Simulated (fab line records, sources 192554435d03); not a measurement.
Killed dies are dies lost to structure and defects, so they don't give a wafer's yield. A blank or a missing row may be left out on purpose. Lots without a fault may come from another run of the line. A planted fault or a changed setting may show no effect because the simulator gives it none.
Split-lot experiment | flow n5_finfet | 7 lots, 21 wafers read, on a route of 1938 steps

THE SPLIT
At N5_BEOL_M5_COAT_22 (resist thk 30 nm), the setting spin_rpm was moved away from the recipe's 1500 rpm on 2 of the 21 wafers read, by +9.7% to +10.0%. The other wafers ran this setting at the recipe's value.

FROM THE SPLIT TO THE READING: what the file shows between them, 4 steps
- N5_BEOL_M5_EBR_24
- N5_BEOL_M5_SOFTBAKE_23: time 60 s
- N5_BEOL_M5_EXPOSE_25: exposes mask V4, defocus 10 nm
- N5_BEOL_M5_PEB_26: peb time 60 s

THE READING
CAR-EUV_of_BEOL_M5_COAT_22.thk_nm (the simulator's own value, which no gauge read), in nm, at N5_BEOL_M5_DEVELOP_27 (develop time 30 s). The file gives no usual value for it. The 19 wafers here that ran the recipe average 29.5 nm, standard deviation 0.093 nm.

wafer  | tool, chamber at the split | spin_rpm as run, rpm | against the recipe | CAR-EUV_of_BEOL_M5_COAT_22.thk_nm, nm | against lot-mates on the recipe
L079.2 | litho_track-02, 0          | 1500                 | recipe             | 29.4                                  | -
L079.5 | litho_track-02, 0          | 1500                 | recipe             | 29.4                                  | -
L079.6 | litho_track-02, 0          | 1500                 | recipe             | 29.4                                  | -
L078.1 | litho_track-04, 0          | 1500                 | recipe             | 29.6                                  | -
L078.3 | litho_track-04, 0          | 1500                 | recipe             | 29.6                                  | -
L078.5 | litho_track-04, 0          | 1500                 | recipe             | 29.6                                  | -
L081.3 | litho_track-02, 0          | 1650                 | +10.0%             | 28.2                                  | -1.4
L081.4 | litho_track-02, 0          | 1500                 | recipe             | 29.6                                  | -
L081.6 | litho_track-02, 0          | 1500                 | recipe             | 29.6                                  | -
L083.1 | litho_track-01, 0          | 1500                 | recipe             | 29.6                                  | -
L083.2 | litho_track-01, 0          | 1500                 | recipe             | 29.6                                  | -
L083.4 | litho_track-01, 0          | 1500                 | recipe             | 29.6                                  | -
L086.2 | litho_track-02, 0          | 1645                 | +9.7%              | 28                                    | -1.6
L086.4 | litho_track-02, 0          | 1500                 | recipe             | 29.6                                  | -
L086.6 | litho_track-02, 0          | 1500                 | recipe             | 29.6                                  | -
L089.2 | litho_track-01, 0          | 1500                 | recipe             | 29.4                                  | -
L089.4 | litho_track-01, 0          | 1500                 | recipe             | 29.4                                  | -
L089.5 | litho_track-01, 0          | 1500                 | recipe             | 29.6                                  | -
L091.1 | litho_track-04, 0          | 1500                 | recipe             | 29.4                                  | -
L091.2 | litho_track-04, 0          | 1500                 | recipe             | 29.6                                  | -
L091.4 | litho_track-04, 0          | 1500                 | recipe             | 29.6                                  | -

THE FIT
A straight line over all 21 wafers: CAR-EUV_of_BEOL_M5_COAT_22.thk_nm changes by -0.146 nm for each +1% of spin_rpm; r = -0.97; the points scatter about the line by 0.1 nm.
The same after taking each lot's own level away (the mean of its wafers on the recipe; 21 wafers): -0.152 nm for each +1%; r = -0.99; scatter 0.067 nm.
On that fit, the largest move of spin_rpm shifts the reading by 1.5 nm.
The lots' own levels span 29.40 to 29.60 nm, that is 2.2 times the standard deviation above.
So the lot-to-lot level changes the slope little: the two slopes agree.
Check: with one of the wafers moved furthest among these (+10.0%) left out of the fit, the line predicts -1.66 nm for it against its lot-mates. It came out at -1.4 nm against them.

OTHER SPLITS ON THESE WAFERS
These wafers also went through other splits before the reading. Each is held against what the fit with the lots' levels taken away leaves over:
other split on the same wafers | wafers away from the commonest value | r with CAR-EUV_of_BEOL_M5_COAT_22.thk_nm (lot level and that fit taken away)
N5_BEOL_M5_ETCH_72 source_w    | 5                                    | -0.08
N5_BEOL_M5_COAT_74 spin_rpm    | 6                                    | +0.22

THE WHOLE CHAIN: every reading that the file lists as answering this split, in the file's order
step                  | what it does      | reading                                                                            | change (the file's fit)               | r (the file's)
N5_BEOL_M5_COAT_22    | resist thk 30 nm  | CAR-EUV_of_BEOL_M5_COAT_22.thk_nm (the simulator's own value, which no gauge read) | -0.142 nm for each +1% of the setting | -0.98
N5_BEOL_M5_DEVELOP_27 | develop time 30 s | CAR-EUV_of_BEOL_M5_COAT_22.thk_nm (the simulator's own value, which no gauge read) | -0.152 nm for each +1% of the setting | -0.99

THE FILE'S OWN FIT
CAR-EUV_of_BEOL_M5_COAT_22.thk_nm changes by -0.152 nm for each +1% of spin_rpm, r = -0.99.
